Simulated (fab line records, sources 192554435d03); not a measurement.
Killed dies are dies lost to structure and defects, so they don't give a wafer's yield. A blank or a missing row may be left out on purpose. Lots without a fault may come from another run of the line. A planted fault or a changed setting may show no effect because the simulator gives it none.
fab line records | flow n5_finfet
record lots=6 wafers=18 last_day=18
route steps=1938 shown BEOL_M9@1468 BEOL_M10@1470
lots that met no fault: from a run of the same line without faults
start_h: hours from the record's first day to the start of the lot's first wafer shown | wait_h: hours since the lot's step before | " the same as in the row above | L1.1+2: a row that stands for several wafers | - no value, or no start given | * or withheld: withheld | < > ~ a bound
route shown NAME@n: a module of which the file shows steps, and the number in the route of the first | usual: mean/standard deviation of fault-free wafers | same: alike in all rows | chamber/n: place in a boat | sites: the reading at each site | _std_site: their standard deviation | _edge_site: outer sites' mean less inner sites' | radius_mm: how far each site lies from the wafer's centre | mask NAME#n: copy n | behind: the tool/chamber that last shaped the wafer | hold: why the lot was held/for how many hours/how that ended | device: the transistor (n, p or np) that didn't switch | end of line: the same wafers' tests at the end of the route | a step without rows: its recipe alone | killed: dies lost to structure and defects at the first sort, not the wafer's yield | map: a wafer's dies, x killed, . not, _ none there
set.NAME: the setting as run; set.NAME@STEP: as run at that earlier step | model.NAME: the simulator's own value behind a step, which no gauge read
lots at some steps of the route; a table a step, a row a wafer
services: from which hour (start_h, from the record's first day; less than 0 if before it) a tool's chamber was out of use, for how many hours, and why
## steps
# step N5_BEOL_M9_RS_MEAS_57
# recipe thk_meas_gauge=four-point-probe reads=Cu_of_BEOL_M9_ECD_50+Co_of_BEOL_M9_CVD_78+TaN_of_BEOL_M9_ALD_74
# usual M9_RS=0.1525/0.0029
# columns lot.wafer tool chamber start_h wait_h M9_RS[ohm/sq]
L921.2 film_metro-01 - 253.28 0.1 0.1551
L921.4 " - " " 0.1502
L921.6 " - " " 0.1558
L924.1 film_metro-01 - 258.20 0.1 0.1510
L924.5 " - " " 0.1473
L924.6 " - " " 0.1556
L934.2 film_metro-01 - 323.88 0.1 0.1521
L934.3 " - " " 0.1543
L934.6 " - " " 0.1506
L932.1 film_metro-01 - 323.94 0.1 0.1488
L932.2 " - " " 0.1501
L932.4 " - " " 0.1512
L942.1 film_metro-02 - 377.99 0.1 0.1515
L942.3 " - " " 0.1522
L942.6 " - " " 0.1513
L944.2 film_metro-01 - 385.75 0.1 0.1523
L944.5 " - " " 0.1550
L944.6 " - " " 0.1522
# step N5_BEOL_M9_INSPECT_58
# recipe inspect_instrument=darkfield mode=post_dep
# usual raw_defect_count=74/25
# columns lot.wafer tool chamber start_h wait_h raw_defect_count
L921.2 defect_inspect-01 - 253.31 0.0 74
L921.4 " - " " 84
L921.6 " - " " 79
L924.1 defect_inspect-02 - 258.22 0.0 62
L924.5 " - " " 57
L924.6 " - " " 61
L934.2 defect_inspect-01 - 323.90 0.0 46
L934.3 " - " " 40
L934.6 " - " " 82
L932.1 defect_inspect-02 - 323.97 0.0 79
L932.2 " - " " 80
L932.4 " - " " 90
L942.1 defect_inspect-01 - 378.01 0.0 53
L942.3 " - " " 45
L942.6 " - " " 53
L944.2 defect_inspect-01 - 385.77 0.0 65
L944.5 " - " " 57
L944.6 " - " " 68
# step N5_BEOL_M10_ILD_DEP_00
# recipe material=SiCOH_lowk target_thk_a=3085.1 temp_c=300 precursor=DEMS/porogen pressure_torr=5 rf_w=500 time_s=58
# usual heater_power_w=355/65 showerhead_plenum_p_Torr=5.739/0.023 throttle_valve_pct=14.1/1.3
# same time_s=58
# columns lot.wafer tool chamber start_h wait_h heater_power_w showerhead_plenum_p_Torr since_wet_clean_h throttle_valve_pct
L921.2 pecvd-02 1 253.34 0.0 302 5.757 1501 14.2
L921.4 " 2 " " 407 5.701 - 13.7
L921.6 " 0 " " 398 5.722 - 12.9
L924.1 pecvd-03 1 258.26 0.0 377 5.773 2050 14.5
L924.5 " 1 " " 398 5.778 - 14.6
L924.6 " 2 " " 411 5.770 - 12.6
L934.2 pecvd-02 0 323.94 0.0 374 5.713 847 13.1
L934.3 " 1 " " 306 5.759 1572 14.2
L934.6 " 1 " " 310 5.746 - 13.9
L932.1 pecvd-03 2 324.01 0.0 410 5.758 636 12.7
L932.2 " 0 " " 370 5.751 1390 16.7
L932.4 " 1 " " 331 5.766 - 14.9
L942.1 pecvd-02 0 378.05 0.0 383 5.697 901 13.2
L942.3 " 2 " " 434 5.729 137 13.9
L942.6 " 2 " " 460 5.712 - 13.7
L944.2 pecvd-03 2 385.81 0.0 412 5.756 698 12.5
L944.5 " 0 " " 374 5.739 - 16.9
L944.6 " 2 " " 423 5.761 - 12.7
# step N5_BEOL_M10_CURE_71
# recipe temp_c=385 time_s=240 ambient=He/Ar material=SiCOH_lowk
# usual lamp_power_pct=52.32/0.051 wafer_temp_C_max=387.0/0.7
# same time_s=240
# columns lot.wafer tool chamber start_h wait_h lamp_power_pct wafer_temp_C_max
L921.2 uv_cure-02 0 253.50 0.1 52.30 387.1
L921.4 " 0 " " 52.39 387.2
L921.6 " 0 " " 52.41 387.7
L924.1 uv_cure-03 1 258.34 0.0 52.25 387.0
L924.5 " 1 " " 52.31 387.3
L924.6 " 1 " " 52.30 387.3
L932.1 uv_cure-03 1 324.08 0.0 52.22 386.4
L932.2 " 1 " " 52.29 386.9
L932.4 " 1 " " 52.29 386.4
L934.2 uv_cure-02 0 324.11 0.1 52.36 387.0
L934.3 " 0 " " 52.34 387.5
L934.6 " 0 " " 52.28 387.9
L942.1 uv_cure-03 2 378.13 0.0 52.35 388.3
L942.3 " 2 " " 52.31 387.9
L942.6 " 2 " " 52.36 386.9
L944.2 uv_cure-02 0 385.99 0.2 52.34 386.3
L944.5 " 0 " " 52.26 388.1
L944.6 " 0 " " 52.44 387.4
# step N5_BEOL_M10_THK_MEAS_01
# recipe reads=SiCOH_lowk_of_BEOL_M10_ILD_DEP_00
# usual M10_ILD_THK=268/4.1
# columns lot.wafer tool chamber start_h wait_h M10_ILD_THK[nm]
L921.2 film_metro-01 - 253.93 0.4 265
L921.4 " - " " 275
L921.6 " - " " 270
L924.1 film_metro-01 - 258.85 0.4 264
L924.5 " - " " 269
L924.6 " - " " 268
L934.2 film_metro-01 - 324.54 0.4 270
L934.3 " - " " 268
L934.6 " - " " 273
L932.1 film_metro-01 - 324.60 0.4 261
L932.2 " - " " 262
L932.4 " - " " 270
L942.1 film_metro-02 - 378.64 0.4 270
L942.3 " - " " 269
L942.6 " - " " 272
L944.2 film_metro-01 - 386.43 0.4 264
L944.5 " - " " 266
L944.6 " - " " 267
# step N5_BEOL_M10_PECVD_70
# recipe material=SiO2 target_thk_a=200 temp_c=400 precursor=TEOS/O2 pressure_torr=5.5 rf_w=450 teos_flow_sccm=53.8 gas=O2 flow_sccm=3000 time_s=22.7
# usual heater_power_w=772/120 showerhead_plenum_p_Torr=8.78/0.081 throttle_valve_pct=22.6/2
# same time_s=22.7
# columns lot.wafer tool chamber start_h wait_h heater_power_w showerhead_plenum_p_Torr since_wet_clean_h throttle_valve_pct
L921.2 pecvd-04 2 253.97 0.0 610 8.89 385 21.3
L921.4 " 2 " " 615 8.88 - 21.4
L921.6 " 0 " " 686 8.78 - 20.9
L924.1 pecvd-03 0 258.89 0.0 690 8.74 1325 27.4
L924.5 " 1 " " 816 8.92 - 23.5
L924.6 " 2 " " 866 8.85 - 20.2
L934.2 pecvd-02 0 324.58 0.0 871 8.67 847 21.0
L934.3 " 2 " " 913 8.67 83 22.4
L934.6 " 1 " " 641 8.83 - 22.7
L932.1 pecvd-04 0 324.63 0.0 744 8.78 565 21.0
L932.2 " 2 " " 680 8.86 456 21.4
L932.4 " 2 " " 698 8.86 - 21.4
L942.1 pecvd-04 2 378.68 0.0 614 8.85 510 22.0
L942.3 " 1 " " 557 8.71 1989 23.9
L942.6 " 0 " " 749 8.80 - 21.5
L944.2 pecvd-04 1 386.46 0.0 560 8.74 1997 23.9
L944.5 " 2 " " 724 8.84 - 21.6
L944.6 " 0 " " 782 8.77 - 21.4
# step N5_BEOL_M10_HM_DEP_02
# recipe material=TiN target_thk_a=200 temp_c=25 chamber_pressure_pa=0.49996
# usual substrate_temp_c=24.99/0.097 throttle_valve_pct=30.3/1.2
# columns lot.wafer tool chamber start_h wait_h substrate_temp_c throttle_valve_pct
L921.2 pvd_sputter-02 - 255.48 1.5 25.23 28.3
L921.4 " - " " 24.99 30.5
L921.6 " - " " 25.02 29.8
L924.1 pvd_sputter-01 - 260.08 1.2 24.92 31.3
L924.5 " - " " 25.01 31.8
L924.6 " - " " 24.68 31.5
L934.2 pvd_sputter-01 - 325.94 1.3 24.80 31.7
L934.3 " - " " 25.05 31.5
L934.6 " - " " 25.06 31.4
L932.1 pvd_sputter-02 - 325.96 1.3 24.83 29.1
L932.2 " - " " 24.95 29.6
L932.4 " - " " 24.88 30.4
L942.1 pvd_sputter-01 - 379.71 1.0 25.16 31.4
L942.3 " - " " 24.89 31.3
L942.6 " - " " 25.04 31.7
L944.2 pvd_sputter-01 - 388.12 1.6 24.99 31.2
L944.5 " - " " 25.17 31.5
L944.6 " - " " 24.97 30.2
# step N5_BEOL_M10_COAT_59
# recipe resist=SOC temp_c=250 time_s=60 spin_rpm=1500 resist_thk_nm=100
# step N5_BEOL_M10_COAT_60
# recipe resist=SiARC temp_c=220 time_s=60 spin_rpm=1500 resist_thk_nm=30
# step N5_BEOL_M10_COAT_05
# recipe resist=CAR-ArF spin_rpm=1500 resist_thk_nm=90
# step N5_BEOL_M10_EBR_07
# recipe solvent=PGMEA ebr_width_mm=1.5
# step N5_BEOL_M10_SOFTBAKE_06
# recipe temp_c=110 time_s=60 resist=CAR-ArF
# step N5_BEOL_M10_EXPOSE_08
# recipe mask_id=M10 na=1.35 source_shape=dipole sigma_inner=0.411 sigma_outer=0.611 polarization=te dose_mj=53.75
# usual dipole_opening_deg=40/0 exposure_dose_mJ_cm2=53.72/0.052 focus_offset_nm=-0.1/0.45
# columns lot.wafer tool chamber start_h wait_h mask dipole_opening_deg exposure_dose_mJ_cm2 focus_offset_nm
L921.2 arfi_scanner-01 0 255.73 - M10#0 40 53.69 0.0
L921.4 " 0 " " M10#0 40 53.77 0.6
L921.6 " 0 " " M10#0 40 53.73 0.0
L924.1 arfi_scanner-02 0 260.45 - M10#0 40 53.76 -0.1
L924.5 " 0 " " M10#0 40 53.70 -0.5
L924.6 " 0 " " M10#0 40 53.72 -1.4
L934.2 arfi_scanner-02 - 326.19 - M10#0 - - -
L934.3 " - " " M10#0 - - -
L934.6 " - " " M10#0 - - -
L932.1 arfi_scanner-02 - 326.99 - M10#0 - - -
L932.2 " - " " M10#0 - - -
L932.4 " - " " M10#0 - - -
L942.1 arfi_scanner-01 0 380.10 - M10#0 40 53.62 -0.1
L942.3 " 0 " " M10#0 40 53.68 -0.6
L942.6 " 0 " " M10#0 40 53.71 -0.6
L944.2 arfi_scanner-01 0 388.38 - M10#0 40 53.69 0.0
L944.5 " 0 " " M10#0 40 53.77 -0.3
L944.6 " 0 " " M10#0 40 53.68 0.8
# step N5_BEOL_M10_PEB_09
# recipe peb_temp_c=withheld peb_time_s=60 resist=CAR-ArF
## services
# columns tool chamber start_h hours kind
arfi_scanner-02 - 261.90 1.3 pm
arfi_scanner-01 - 263.16 1.0 pm
pecvd-03 1 263.70 5.5 scheduled_down
arfi_scanner-01 - 266.57 1.0 pm
uv_cure-03 - 272.28 3.4 pm
arfi_scanner-01 - 273.11 3.9 pm
uv_cure-02 - 286.38 1.0 pm
arfi_scanner-01 - 300.90 4.9 pm
uv_cure-03 - 304.09 6.0 pm
pecvd-04 - 305.66 14.0 repair
uv_cure-03 - 311.70 3.2 repair
arfi_scanner-01 - 316.60 1.3 pm
pecvd-02 1 324.87 29.1 repair
arfi_scanner-01 - 326.32 0.8 pm
arfi_scanner-02 - 327.28 0.8 pm
arfi_scanner-01 - 328.49 6.0 pm
arfi_scanner-01 - 339.15 0.4 repair
arfi_scanner-01 - 343.40 6.0 pm
arfi_scanner-02 - 350.43 1.0 pm
pecvd-04 0 359.54 2.1 scheduled_down
pecvd-03 - 366.32 6.0 pm
pecvd-04 2 368.09 2.1 scheduled_down
pecvd-02 1 370.88 5.5 scheduled_down
arfi_scanner-02 - 387.40 1.3 pm
## key
first_sign step=N5_BEOL_M10_EXPOSE_08 reading=tool_record direction=missing
effect none on later readings
met_at N5_BEOL_M10_EXPOSE_08
struck_wafers L932.1,L932.2,L932.4,L934.2,L934.3,L934.6
later_rows_left_out L932.1,L932.2,L932.4,L934.2,L934.3,L934.6
sort_left_out L932.1,L932.2,L932.4,L934.2,L934.3,L934.6
onset_between 260.45 326.19
fault kind=skipped_step_whole tool=arfi_scanner-02 chamber=- onset_h=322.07 steps=N5_BEOL_M10_EXPOSE_08 scope=struck_lots_only
# sort_left_out: the simulated sort isn't trusted on such a fault, so these wafers' sort isn't shown, and their yield isn't known
# later_rows_left_out: the simulator's readings of these wafers behind a module that went badly wrong aren't trusted and aren't shown, but for the sort
